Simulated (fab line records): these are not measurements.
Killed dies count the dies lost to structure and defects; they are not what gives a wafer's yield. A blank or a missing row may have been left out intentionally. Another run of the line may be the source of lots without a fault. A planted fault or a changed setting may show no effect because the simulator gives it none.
Which tool did it? | flow n5_finfet | Sampling: 10 lots, 30 wafers, 5 of 1938 route steps

== WHAT THE GAUGES SHOWED, per wafer ==
N5_BEOL_M4_RC_MEAS_101. Usual: DIBL_N 36.4 mV/V, standard deviation 1.6; DIBL_P 36.2 mV/V, standard deviation 1.8; IOFF_N 0.159 nA/um, standard deviation 0.029; IOFF_P 0.21 nA/um, standard deviation 0.034; ION_N 670 uA/um, standard deviation 12; ION_P 459 uA/um, standard deviation 8.2; SS_N 71.5 mV/dec, standard deviation 0.59; SS_P 73.2 mV/dec, standard deviation 0.54; VT_N 250 mV, standard deviation 3.3; VT_P -250 mV, standard deviation 3.7.
lot  | measured     | on        | DIBL_N (mV/V)  | DIBL_P (mV/V)  | IOFF_N (nA/um)    | IOFF_P (nA/um) | ION_N (uA/um) | ION_P (uA/um) | SS_N (mV/dec)  | SS_P (mV/dec)  | VT_N (mV)   | VT_P (mV)      | flag
L100 | day 8 17:43  | prober-02 | 34.2 34.8 36.8 | 33.1 34.2 35.6 | 0.127 0.133 0.163 | 0.17 0.19 0.21 | 658 660 668   | 450 454 462   | 71.2 70.8 72.0 | 73.0 73.5 72.5 | 253 252 252 | -252 -252 -250 |
L101 | day 9 12:06  | prober-02 | 34.8 37.0 36.3 | 33.3 35.7 34.5 | 0.133 0.170 0.144 | 0.20 0.24 0.22 | 674 685 658   | 465 464 459   | 70.2 71.5 71.6 | 73.3 72.6 73.3 | 252 248 252 | -249 -247 -247 |
L104 | day 10 01:51 | prober-02 | 33.8 38.0 36.7 | 34.1 39.1 37.2 | 0.128 0.205 0.165 | 0.17 0.24 0.19 | 663 686 679   | 456 462 464   | 71.1 72.1 71.7 | 72.2 73.4 73.5 | 251 247 248 | -250 -246 -254 |
L106 | day 11 03:57 | prober-01 | 35.2 35.8 37.1 | 33.9 34.4 36.6 | 0.121 0.130 0.148 | 0.16 0.16 0.19 | 656 657 664   | 441 441 452   | 71.2 71.6 71.6 | 73.0 72.5 73.4 | 254 257 252 | -259 -258 -256 |
L113 | day 11 18:23 | prober-02 | 35.5 35.2 36.1 | 35.8 35.1 32.9 | 0.130 0.126 0.127 | 0.20 0.18 0.15 | 656 668 643   | 452 461 445   | 71.0 70.8 72.0 | 73.0 72.8 72.8 | 253 254 256 | -251 -252 -255 |
L115 | day 13 00:02 | prober-01 | 32.9 34.7 33.8 | 34.3 34.9 33.9 | 0.119 0.137 0.137 | 0.18 0.19 0.18 | 657 665 670   | 457 458 464   | 70.4 70.4 70.4 | 72.8 73.4 73.3 | 251 253 250 | -251 -250 -250 |
L117 | day 13 02:19 | prober-01 | 38.3 35.2 37.8 | 39.3 37.0 40.3 | 0.193 0.148 0.189 | 0.27 0.23 0.29 | 676 677 679   | 464 467 473   | 72.3 70.9 72.2 | 73.4 73.4 74.0 | 247 249 245 | -246 -246 -243 |
L118 | day 13 05:46 | prober-02 | 39.8 34.7 37.9 | 38.1 34.4 36.6 | 0.211 0.128 0.181 | 0.25 0.20 0.24 | 673 667 677   | 456 459 458   | 72.7 70.1 72.7 | 74.5 72.9 73.4 | 243 251 246 | -251 -249 -248 |
L119 | day 13 16:05 | prober-02 | 39.1 38.5 39.0 | 37.3 36.3 38.0 | 0.199 0.188 0.196 | 0.22 0.21 0.25 | 683 695 679   | 460 470 462   | 71.9 71.4 71.4 | 73.5 73.1 73.4 | 247 245 245 | -250 -250 -246 |
L121 | day 14 19:29 | prober-01 | 36.1 37.3 33.1 | 37.1 39.1 34.9 | 0.157 0.196 0.117 | 0.22 0.26 0.19 | 657 689 652   | 458 472 460   | 71.7 71.7 70.8 | 73.4 73.6 72.5 | 253 247 253 | -250 -248 -250 |

== WHICH TOOL RAN EACH LOT (tool, then ch and the chambers of the sampled wafers, then the start) ==
lot  | N5_BEOL_M1_DEGAS_44          | N5_BEOL_M1_PRE_CLEAN_45      | N5_BEOL_M1_ALD_84                   | N5_BEOL_M1_ANNEAL_87
L100 | pvd_sputter-02, day 6 20:40  | pvd_sputter-02, day 6 20:42  | ald_metal-02 ch 1,2,3, day 6 20:52  | pvd_sputter-01, day 6 23:36
L101 | pvd_sputter-02, day 7 00:17  | pvd_sputter-02, day 7 00:19  | ald_metal-01 ch 0,2,3, day 7 00:24  | pvd_sputter-02, day 7 01:59
L104 | pvd_sputter-02, day 7 18:05  | pvd_sputter-02, day 7 18:07  | ald_metal-01 ch 1,2,3, day 7 18:11  | pvd_sputter-01, day 7 19:31
L106 | pvd_sputter-02, day 8 08:00  | pvd_sputter-02, day 8 08:02  | ald_metal-01 ch 1,2,3, day 8 08:10  | pvd_sputter-02, day 8 11:05
L113 | pvd_sputter-02, day 10 00:47 | pvd_sputter-02, day 10 00:49 | ald_metal-03 ch 1,2,3, day 10 00:54 | pvd_sputter-02, day 10 02:26
L115 | pvd_sputter-02, day 10 20:16 | pvd_sputter-02, day 10 20:19 | ald_metal-03 ch 0,1,3, day 10 20:22 | pvd_sputter-02, day 10 21:39
L117 | pvd_sputter-02, day 11 00:08 | pvd_sputter-02, day 11 00:10 | ald_metal-02 ch 0,2,3, day 11 00:14 | pvd_sputter-02, day 11 01:28
L118 | pvd_sputter-02, day 11 03:21 | pvd_sputter-02, day 11 03:23 | ald_metal-02 ch 1,2,3, day 11 03:28 | pvd_sputter-01, day 11 05:05
L119 | pvd_sputter-03, day 11 07:59 | pvd_sputter-03, day 11 08:02 | ald_metal-02 ch 1,2,3, day 11 08:05 | pvd_sputter-02, day 11 09:20
L121 | pvd_sputter-02, day 11 16:08 | pvd_sputter-02, day 11 16:11 | ald_metal-01 ch 0,1,2, day 11 16:16 | pvd_sputter-03, day 11 17:40
- N5_BEOL_M1_DEGAS_44: time 60 s.
- N5_BEOL_M1_PRE_CLEAN_45: time 30 s.
- N5_BEOL_M1_ALD_84: deposits TaN, pulse time 2 s, purge time 3 s, co reactant purge time 2 s.
- N5_BEOL_M1_ANNEAL_87: time 240 s.

== AS READ BY THE TOOLS THEMSELVES (means over the sampled wafers that have a number; for cases with no such wafer, the mark the record gives instead) ==
N5_BEOL_M1_DEGAS_44. Usual: heater_power_w reads 325 W (standard deviation 30).
lot  | tool           | heater_power_w (W) | flag
L100 | pvd_sputter-02 | 326                |
L101 | pvd_sputter-02 | 294                |
L104 | pvd_sputter-02 | 312                |
L106 | pvd_sputter-02 | 301                |
L113 | pvd_sputter-02 | 302                |
L115 | pvd_sputter-02 | 330                |
L117 | pvd_sputter-02 | 294                |
L118 | pvd_sputter-02 | 324                |
L119 | pvd_sputter-03 | 344                |
L121 | pvd_sputter-02 | 323                |

N5_BEOL_M1_PRE_CLEAN_45. Usual: heater_power_w reads 325 W (standard deviation 28).
lot  | tool           | heater_power_w (W) | flag
L100 | pvd_sputter-02 | 318                |
L101 | pvd_sputter-02 | 297                |
L104 | pvd_sputter-02 | 316                |
L106 | pvd_sputter-02 | 306                |
L113 | pvd_sputter-02 | 301                |
L115 | pvd_sputter-02 | 335                |
L117 | pvd_sputter-02 | 292                |
L118 | pvd_sputter-02 | 317                |
L119 | pvd_sputter-03 | 337                |
L121 | pvd_sputter-02 | 316                |

N5_BEOL_M1_ALD_84. Usual: chamber_pressure_Torr 3.000 Torr, standard deviation 0.0065; heater_power_w 433 W, standard deviation 26; precursor_vessel_temp_c 74.99 C, standard deviation 0.12.
lot  | tool         | chamber_pressure_Torr (Torr) | heater_power_w (W) | precursor_vessel_temp_c (C) | flag
L100 | ald_metal-02 | 3.001                        | 450                | 74.86                       |
L101 | ald_metal-01 | 2.998                        | 446                | 75.04                       |
L104 | ald_metal-01 | 3.001                        | 443                | 75.06                       |
L106 | ald_metal-01 | 3.000                        | 438                | 74.98                       |
L113 | ald_metal-03 | 3.003                        | 403                | 74.96                       |
L115 | ald_metal-03 | 3.006                        | 396                | 74.97                       |
L117 | ald_metal-02 | 3.006                        | 439                | 74.98                       |
L118 | ald_metal-02 | 2.996                        | 449                | 75.02                       |
L119 | ald_metal-02 | 3.003                        | 446                | 74.88                       |
L121 | ald_metal-01 | 2.998                        | 458                | 74.97                       |

N5_BEOL_M1_ANNEAL_87. Usual: heater_power_w reads 799 W (standard deviation 66).
lot  | tool           | heater_power_w (W) | flag
L100 | pvd_sputter-01 | 839                |
L101 | pvd_sputter-02 | 732                |
L104 | pvd_sputter-01 | 827                |
L106 | pvd_sputter-02 | 751                |
L113 | pvd_sputter-02 | 745                |
L115 | pvd_sputter-02 | 817                |
L117 | pvd_sputter-02 | 808                |
L118 | pvd_sputter-01 | 805                |
L119 | pvd_sputter-02 | 749                |
L121 | pvd_sputter-03 | 803                |

== THE ANSWER, worked out from the rows above alone ==
Rule: lot off if the mean of its wafers having a number is beyond 3 standard deviations from the usual mean. Also off: a lot with no number at a reading for which 4 or more lots have one. The other lots that the step has rows for count as sound. Order of review: gauges by route order, followed by the tools' own readings, for which a lot's mean as printed above is used. At the first step where some lot is off, the reading lying furthest off is the one used; lots without a number count as furthest.
No lot is off on any of the readings shown, so nothing can be concluded from this.

== WHAT WAS PUT IN BY THE SIMULATOR ==
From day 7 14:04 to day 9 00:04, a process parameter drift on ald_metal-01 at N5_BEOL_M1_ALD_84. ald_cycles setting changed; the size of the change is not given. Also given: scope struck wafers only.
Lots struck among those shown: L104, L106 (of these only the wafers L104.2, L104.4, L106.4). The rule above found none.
